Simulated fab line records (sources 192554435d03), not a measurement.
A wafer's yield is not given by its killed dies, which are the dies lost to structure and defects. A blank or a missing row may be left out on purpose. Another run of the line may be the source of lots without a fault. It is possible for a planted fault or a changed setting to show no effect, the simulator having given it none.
The same fault as seen by 3 desks + flow n5Finfet + numbers are kept per desk, each desk with only its own; the story behind them comes last

== AT THE TOOL OWNER'S DESK: rieDiel-02 ==
The tool's own readings at N5_BEOL_M6_ETCH_41 (etches SiCN in CH3F/O2, target depth 29.7 nm, time 52 s): means of the sampled wafers that have a number, for each lot that ran on this tool. Any lot whose mean is over 4 standard deviations away from the usual mean is out of limits and marked OUT; that distance is given in the brackets.
Columns: A = drypumpMotorCurrentA at N5_BEOL_M6_ETCH_41, usual 6.0 A; B = oesProductAu at N5_BEOL_M6_ETCH_41, usual 0.79 a.u.; C = rfVppV at N5_BEOL_M6_ETCH_41, usual 298.1 V; D = showerheadPlenumPTorr at N5_BEOL_M6_ETCH_41, usual 2.04 Torr; E = throttleValvePct at N5_BEOL_M6_ETCH_41, usual 16.24 %
| lot  | first seen here | A   | B    | C     | D    | E     |
|------|-----------------|-----|------|-------|------|-------|
| L759 | day 11 12:10    | 5.8 | 0.82 | 297.1 | 2.04 | 16.30 |
| L772 | day 13 12:35    | 6.0 | 0.77 | 298.5 | 2.05 | 16.13 |
| L773 | day 13 16:03    | 6.2 | 0.76 | 299.3 | 2.09 | 16.18 |
Result from this desk: across the 3 lots, nothing is out of limits.

== THE DEFECT DESK ==
What the inspections along the route counted, lot by lot: means of the sampled wafers that have a number. Any lot whose mean is over 4 standard deviations away from the usual mean is out of limits and marked OUT; that distance is given in the brackets.
Columns: A = rawDefectCount at N5_BEOL_M6_INSPECT_30, usual 372
| lot  | first seen here | A   |
|------|-----------------|-----|
| L755 | day 9 10:04     | 598 |
| L759 | day 11 11:49    | 314 |
| L772 | day 13 11:52    | 456 |
| L773 | day 13 15:14    | 283 |
| L775 | day 14 18:49    | 377 |
| L777 | day 14 21:41    | 462 |
Result from this desk: across the 6 lots, nothing is out of limits.

== AT THE METROLOGY DESK ==
Means of the sampled wafers that have a number, per lot and without regard to the tool the lot ran on: this is what the gauges read. Any lot whose mean is over 4 standard deviations away from the usual mean is out of limits and marked OUT; that distance is given in the brackets.
Columns: A = V5_OVL at N5_BEOL_M6_OVL_MEAS_29, usual -0.3 nm
| lot  | first seen here | A    |
|------|-----------------|------|
| L755 | day 9 10:00     | -0.2 |
| L759 | day 11 11:46    | -1.2 |
| L772 | day 13 11:49    | -1.1 |
| L773 | day 13 15:10    | 0.1  |
| L775 | day 14 18:46    | -0.6 |
| L777 | day 14 21:37    | -0.2 |
Result from this desk: across the 6 lots, nothing is out of limits.

== ALL TOGETHER ==
Nothing out of limits was seen by the tool owner's desk.
No out-of-limits result turned up at the defect desk.
Metrology desk: nothing out of limits seen.

== WHAT WAS PUT IN BY THE SIMULATOR ==
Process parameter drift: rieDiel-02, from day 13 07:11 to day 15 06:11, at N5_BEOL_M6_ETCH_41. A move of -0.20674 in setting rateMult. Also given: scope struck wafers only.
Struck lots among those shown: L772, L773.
